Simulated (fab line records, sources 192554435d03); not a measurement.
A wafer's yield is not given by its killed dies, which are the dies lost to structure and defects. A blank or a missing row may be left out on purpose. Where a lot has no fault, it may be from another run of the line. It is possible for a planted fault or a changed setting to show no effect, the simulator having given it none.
Which of the tools did it? / flow n5-finfet / Sampling: 11 lots, 33 wafers, 5 of 1938 route steps

WHAT THE GAUGES READ, wafer by wafer
N5_BEOL_M13_INSPECT_30: inspects for defects (macro). Usual: raw-defect-count at 1.9, with a standard deviation of 1.2.
lot=L873; measured=day 10 11:26; on=defect-inspect-01; raw-defect-count=2 3 1; flag=
lot=L876; measured=day 11 10:49; on=defect-inspect-02; raw-defect-count=2 2 1; flag=
lot=L877; measured=day 12 01:58; on=defect-inspect-01; raw-defect-count=0 0 3; flag=
lot=L879; measured=day 12 19:16; on=defect-inspect-02; raw-defect-count=1 1 3; flag=
lot=L881; measured=day 12 19:34; on=defect-inspect-01; raw-defect-count=2 1 0; flag=
lot=L887; measured=day 14 01:14; on=defect-inspect-01; raw-defect-count=1 1 1; flag=
lot=L890; measured=day 15 05:26; on=defect-inspect-02; raw-defect-count=1 2 2; flag=
lot=L892; measured=day 15 15:13; on=defect-inspect-02; raw-defect-count=1 0 2; flag=
lot=L891; measured=day 15 22:08; on=defect-inspect-01; raw-defect-count=0 1 1; flag=
lot=L893; measured=day 16 12:24; on=defect-inspect-02; raw-defect-count=2 3 1; flag=
lot=L896; measured=day 16 23:28; on=defect-inspect-02; raw-defect-count=3 4 0; flag=

N5_BEOL_M13_INSPECT_55: inspects for defects (darkfield). Usual: raw-defect-count at 74, with a standard deviation of 25.
lot=L873; measured=day 10 17:29; on=defect-inspect-02; raw-defect-count=99 62 56; flag=
lot=L876; measured=day 11 20:40; on=defect-inspect-02; raw-defect-count=62 66 59; flag=
lot=L877; measured=day 12 04:59; on=defect-inspect-02; raw-defect-count=46 82 94; flag=
lot=L879; measured=day 13 00:01; on=defect-inspect-02; raw-defect-count=72 73 53; flag=
lot=L881; measured=day 13 00:50; on=defect-inspect-02; raw-defect-count=134 100 82; flag=
lot=L887; measured=day 14 04:17; on=defect-inspect-01; raw-defect-count=68 66 133; flag=
lot=L890; measured=day 15 09:10; on=defect-inspect-01; raw-defect-count=70 55 68; flag=
lot=L892; measured=day 15 20:13; on=defect-inspect-02; raw-defect-count=56 53 58; flag=
lot=L891; measured=day 16 04:37; on=defect-inspect-01; raw-defect-count=157 104 112; flag=
lot=L893; measured=day 16 15:34; on=defect-inspect-02; raw-defect-count=70 95 99; flag=
lot=L896; measured=day 17 05:08; on=defect-inspect-01; raw-defect-count=51 91 39; flag=

N5_BEOL_M14_THK_MEAS_01. Usual: M14_ILD_THK typically reads 1127 nm, with standard deviation 18.
lot=L873; measured=day 10 17:43; on=film-metro-01; M14_ILD_THK (nm)=1118 1131 1136; flag=
lot=L876; measured=day 11 20:53; on=film-metro-02; M14_ILD_THK (nm)=1106 1142 1170; flag=
lot=L877; measured=day 12 05:17; on=film-metro-01; M14_ILD_THK (nm)=1139 1114 1111; flag=
lot=L879; measured=day 13 00:19; on=film-metro-01; M14_ILD_THK (nm)=1662 1631 1649; flag=OFF
lot=L881; measured=day 13 01:08; on=film-metro-01; M14_ILD_THK (nm)=1634 1683 1652; flag=OFF
lot=L887; measured=day 14 04:31; on=film-metro-01; M14_ILD_THK (nm)=1132 1113 1105; flag=
lot=L890; measured=day 15 09:24; on=film-metro-01; M14_ILD_THK (nm)=1130 1149 1174; flag=
lot=L892; measured=day 15 20:26; on=film-metro-02; M14_ILD_THK (nm)=1114 1113 1128; flag=
lot=L891; measured=day 16 04:50; on=film-metro-02; M14_ILD_THK (nm)=1132 1117 1117; flag=
lot=L893; measured=day 16 15:48; on=film-metro-01; M14_ILD_THK (nm)=1122 1108 1138; flag=
lot=L896; measured=day 17 05:26; on=film-metro-02; M14_ILD_THK (nm)=1123 1143 1130; flag=

TOOL THAT RAN EACH LOT (tool first, then ch and the chambers of the sampled wafers, then the start)
lot=L873; N5_BEOL_M13_STRIP_37=plasma-asher-02 ch 0,1, day 10 12:06; N5_BEOL_M14_ILD_DEP_00=pecvd-03 ch 0,2, day 10 17:31
lot=L876; N5_BEOL_M13_STRIP_37=plasma-asher-01 ch 0,1, day 11 11:28; N5_BEOL_M14_ILD_DEP_00=pecvd-03 ch 1,2, day 11 20:42
lot=L877; N5_BEOL_M13_STRIP_37=plasma-asher-02 ch 0,1, day 12 02:38; N5_BEOL_M14_ILD_DEP_00=pecvd-04 ch 0,1, day 12 05:06
lot=L879; N5_BEOL_M13_STRIP_37=plasma-asher-02 ch 0,1, day 12 19:55; N5_BEOL_M14_ILD_DEP_00=pecvd-03 ch 1,2, day 13 00:03
lot=L881; N5_BEOL_M13_STRIP_37=plasma-asher-01 ch 0,1, day 12 20:13; N5_BEOL_M14_ILD_DEP_00=pecvd-03 ch 1,2, day 13 00:52
lot=L887; N5_BEOL_M13_STRIP_37=plasma-asher-01 ch 0,1, day 14 01:55; N5_BEOL_M14_ILD_DEP_00=pecvd-04 ch 0,1,2, day 14 04:20
lot=L890; N5_BEOL_M13_STRIP_37=plasma-asher-01 ch 0,1, day 15 06:14; N5_BEOL_M14_ILD_DEP_00=pecvd-01 ch 0,1,2, day 15 09:13
lot=L892; N5_BEOL_M13_STRIP_37=plasma-asher-02 ch 0, day 15 15:52; N5_BEOL_M14_ILD_DEP_00=pecvd-04 ch 0,1,2, day 15 20:15
lot=L891; N5_BEOL_M13_STRIP_37=plasma-asher-01 ch 0,1, day 15 22:47; N5_BEOL_M14_ILD_DEP_00=pecvd-04 ch 0,1, day 16 04:39
lot=L893; N5_BEOL_M13_STRIP_37=plasma-asher-02 ch 0,1, day 16 13:03; N5_BEOL_M14_ILD_DEP_00=pecvd-01 ch 0,1,2, day 16 15:37
lot=L896; N5_BEOL_M13_STRIP_37=plasma-asher-02 ch 0,1, day 17 00:07; N5_BEOL_M14_ILD_DEP_00=pecvd-04 ch 0,2, day 17 05:10
- N5_BEOL_M13_STRIP_37: strips in N2/H2.
- N5_BEOL_M14_ILD_DEP_00: deposits SiO2 from TEOS/O2, target thk 1119.3 nm, time 237.4 s.

AS READ BY THE TOOLS THEMSELVES (means over the sampled wafers that have a number; for cases with no such wafer, the mark the record gives instead)
N5_BEOL_M13_STRIP_37. Usual: drypump-motor-current-A 5.55 A, standard deviation 0.16; h2-flow-sccm 3249 sccm, standard deviation 9.3; heater-power-w 341 W, standard deviation 26; oes-product-au 0.784 a.u., standard deviation 0.01.
lot=L873; tool=plasma-asher-02; drypump-motor-current-A (A)=5.61; h2-flow-sccm (sccm)=3253; heater-power-w (W)=334; oes-product-au (a.u.)=0.786; flag=
lot=L876; tool=plasma-asher-01; drypump-motor-current-A (A)=5.42; h2-flow-sccm (sccm)=3246; heater-power-w (W)=356; oes-product-au (a.u.)=0.781; flag=
lot=L877; tool=plasma-asher-02; drypump-motor-current-A (A)=5.59; h2-flow-sccm (sccm)=3246; heater-power-w (W)=345; oes-product-au (a.u.)=0.783; flag=
lot=L879; tool=plasma-asher-02; drypump-motor-current-A (A)=5.60; h2-flow-sccm (sccm)=3254; heater-power-w (W)=342; oes-product-au (a.u.)=0.789; flag=
lot=L881; tool=plasma-asher-01; drypump-motor-current-A (A)=5.44; h2-flow-sccm (sccm)=3245; heater-power-w (W)=353; oes-product-au (a.u.)=0.777; flag=
lot=L887; tool=plasma-asher-01; drypump-motor-current-A (A)=5.44; h2-flow-sccm (sccm)=3254; heater-power-w (W)=348; oes-product-au (a.u.)=0.792; flag=
lot=L890; tool=plasma-asher-01; drypump-motor-current-A (A)=5.38; h2-flow-sccm (sccm)=3246; heater-power-w (W)=353; oes-product-au (a.u.)=0.778; flag=
lot=L892; tool=plasma-asher-02; drypump-motor-current-A (A)=5.65; h2-flow-sccm (sccm)=3250; heater-power-w (W)=333; oes-product-au (a.u.)=0.774; flag=
lot=L891; tool=plasma-asher-01; drypump-motor-current-A (A)=5.55; h2-flow-sccm (sccm)=3245; heater-power-w (W)=334; oes-product-au (a.u.)=0.778; flag=
lot=L893; tool=plasma-asher-02; drypump-motor-current-A (A)=5.61; h2-flow-sccm (sccm)=3241; heater-power-w (W)=334; oes-product-au (a.u.)=0.781; flag=
lot=L896; tool=plasma-asher-02; drypump-motor-current-A (A)=5.62; h2-flow-sccm (sccm)=3250; heater-power-w (W)=337; oes-product-au (a.u.)=0.783; flag=

N5_BEOL_M14_ILD_DEP_00. Usual: heater-power-w 597 W, standard deviation 110; showerhead-plenum-p-Torr 8.357 Torr, standard deviation 0.028; throttle-valve-pct 18.6 %, standard deviation 1.1.
lot=L873; tool=pecvd-03; heater-power-w (W)=522; showerhead-plenum-p-Torr (Torr)=8.390; throttle-valve-pct (%)=18.1; flag=
lot=L876; tool=pecvd-03; heater-power-w (W)=608; showerhead-plenum-p-Torr (Torr)=8.335; throttle-valve-pct (%)=17.3; flag=
lot=L877; tool=pecvd-04; heater-power-w (W)=646; showerhead-plenum-p-Torr (Torr)=8.335; throttle-valve-pct (%)=19.9; flag=
lot=L879; tool=pecvd-03; heater-power-w (W)=585; showerhead-plenum-p-Torr (Torr)=8.342; throttle-valve-pct (%)=17.8; flag=
lot=L881; tool=pecvd-03; heater-power-w (W)=620; showerhead-plenum-p-Torr (Torr)=8.354; throttle-valve-pct (%)=17.4; flag=
lot=L887; tool=pecvd-04; heater-power-w (W)=599; showerhead-plenum-p-Torr (Torr)=8.360; throttle-valve-pct (%)=19.2; flag=
lot=L890; tool=pecvd-01; heater-power-w (W)=684; showerhead-plenum-p-Torr (Torr)=8.352; throttle-valve-pct (%)=18.4; flag=
lot=L892; tool=pecvd-04; heater-power-w (W)=579; showerhead-plenum-p-Torr (Torr)=8.354; throttle-valve-pct (%)=19.3; flag=
lot=L891; tool=pecvd-04; heater-power-w (W)=662; showerhead-plenum-p-Torr (Torr)=8.366; throttle-valve-pct (%)=20.1; flag=
lot=L893; tool=pecvd-01; heater-power-w (W)=609; showerhead-plenum-p-Torr (Torr)=8.353; throttle-valve-pct (%)=18.4; flag=
lot=L896; tool=pecvd-04; heater-power-w (W)=557; showerhead-plenum-p-Torr (Torr)=8.381; throttle-valve-pct (%)=18.9; flag=

THE ANSWER, worked out from the rows above alone
Rule: take the mean of a lot's wafers that have a number; if it is more than 3 standard deviations from the usual mean, the lot is off. Also off: a lot with no number at a reading for which 4 or more lots have one. Any other lot the step has rows for is counted as sound. After the gauges, taken in route order, come the tools' own readings; for these a lot's mean is taken, as printed above. At the first step where some lot is off, the reading lying furthest off is the one used; lots without a number count as furthest.
Off: L879, L881, at N5_BEOL_M14_THK_MEAS_01 (M14_ILD_THK).
A tool fits if, at a process step before that reading, it ran every lot that is off, and no sound lot after the first of them. Those tools and the gauges at N5_BEOL_M14_THK_MEAS_01 are tried in the same way. One fits: N5_BEOL_M14_ILD_DEP_00 on pecvd-03. A fault onset in the window from L876 (day 11 20:42, its last sound lot) to L879 (day 13 00:03, its first lot off) fits.

WHAT THE SIMULATOR HAD PUT IN
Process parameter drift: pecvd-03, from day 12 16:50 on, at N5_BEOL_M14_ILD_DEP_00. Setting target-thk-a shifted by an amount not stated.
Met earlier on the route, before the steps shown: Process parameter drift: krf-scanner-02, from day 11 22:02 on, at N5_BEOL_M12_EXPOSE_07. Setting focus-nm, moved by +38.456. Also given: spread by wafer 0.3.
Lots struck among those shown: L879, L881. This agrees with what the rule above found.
